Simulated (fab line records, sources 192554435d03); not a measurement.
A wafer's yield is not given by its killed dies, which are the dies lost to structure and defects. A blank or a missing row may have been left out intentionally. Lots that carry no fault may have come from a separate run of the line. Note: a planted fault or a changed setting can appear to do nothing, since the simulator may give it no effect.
One fault seen from 2 desks | flow n5_finfet | every desk sees just its own numbers, and what lay behind them comes last

## TOOL OWNER'S DESK, rie_diel-04
The tool's own readings at N5_BEOL_M4_ETCH_64 (etches SOC in N2/H2, target depth 75 nm, overetch 22.5 nm, time 121.9 s): means of the sampled wafers that have a number, for each lot that ran on this tool. Marked OUT: a lot whose mean sits more than 4 standard deviations from the usual mean, which makes it out of limits; the brackets give that distance.
Columns: A = drypump_motor_current_A at N5_BEOL_M4_ETCH_64, usual 5.8 A; B = oes_product_au at N5_BEOL_M4_ETCH_64, usual 0.56 a.u.; C = rf_vpp_V at N5_BEOL_M4_ETCH_64, usual 524.0 V; D = showerhead_plenum_p_Torr at N5_BEOL_M4_ETCH_64, usual 2.55 Torr; E = throttle_valve_pct at N5_BEOL_M4_ETCH_64, usual 17.9 %
lot  | first seen here | A   | B    | C     | D    | E
L587 | day 9 02:10     | 5.7 | 0.54 | 524.5 | 2.57 | 18.1
L590 | day 9 06:11     | 5.6 | 0.58 | 522.1 | 2.51 | 17.6
L598 | day 11 04:29    | 5.8 | 0.57 | 521.0 | 2.44 | 17.6
Result from this desk: across the 3 lots, nothing is out of limits.

## THE METROLOGY DESK
Means of the sampled wafers that have a number, per lot and without regard to the tool the lot ran on: this is what the gauges read. Marked OUT: a lot whose mean sits more than 4 standard deviations from the usual mean, which makes it out of limits; the brackets give that distance. It has 13 readings; the 7 that lie furthest out on some lot are the ones shown.
Columns: A = M4_OVL at N5_BEOL_M4_OVL_MEAS_12, usual 0.0 nm; B = cd_nm at N5_BEOL_M4_CD_MEAS_18, usual 18.01 nm; C = IOFF_P at N5_BEOL_M4_RC_MEAS_101, usual 0.22 nA/um; D = ION_P at N5_BEOL_M4_RC_MEAS_101, usual 462 uA/um; E = SS_N at N5_BEOL_M4_RC_MEAS_101, usual 71.6 mV/dec; F = SS_P at N5_BEOL_M4_RC_MEAS_101, usual 73.5 mV/dec; G = VT_P at N5_BEOL_M4_RC_MEAS_101, usual -250 mV
lot  | first seen here | A    | B     | C    | D   | E    | F    | G
L586 | day 8 20:01     | 0.5  | 18.31 | 0.22 | 462 | 72.2 | 73.3 | -250
L585 | day 8 21:54     | 0.0  | 17.94 | 0.27 | 470 | 70.7 | 73.6 | -245
L587 | day 9 00:48     | 1.0  | 17.87 | 0.21 | 477 | 70.6 | 72.9 | -249
L590 | day 9 04:16     | 0.1  | 18.18 | 0.21 | 457 | 71.6 | 73.2 | -250
L598 | day 11 02:51    | -0.3 | 18.92 | 0.18 | 452 | 71.7 | 73.1 | -251
L604 | day 12 22:02    | -0.2 | 18.08 | 0.25 | 462 | 71.9 | 73.6 | -248
L605 | day 13 08:14    | 0.5  | 18.20 | 0.24 | 458 | 71.6 | 74.4 | -248
L606 | day 14 00:54    | -0.8 | 18.00 | 0.22 | 466 | 71.4 | 73.3 | -249
L608 | day 14 06:00    | -0.0 | 18.36 | 0.24 | 465 | 71.9 | 73.7 | -249
Result from this desk: across the 9 lots, nothing is out of limits.

## PUT TOGETHER
Nothing out of limits was seen by the tool owner's desk.
Nothing out of limits was seen by the metrology desk.

## WHAT HAD BEEN PUT IN BY THE SIMULATOR
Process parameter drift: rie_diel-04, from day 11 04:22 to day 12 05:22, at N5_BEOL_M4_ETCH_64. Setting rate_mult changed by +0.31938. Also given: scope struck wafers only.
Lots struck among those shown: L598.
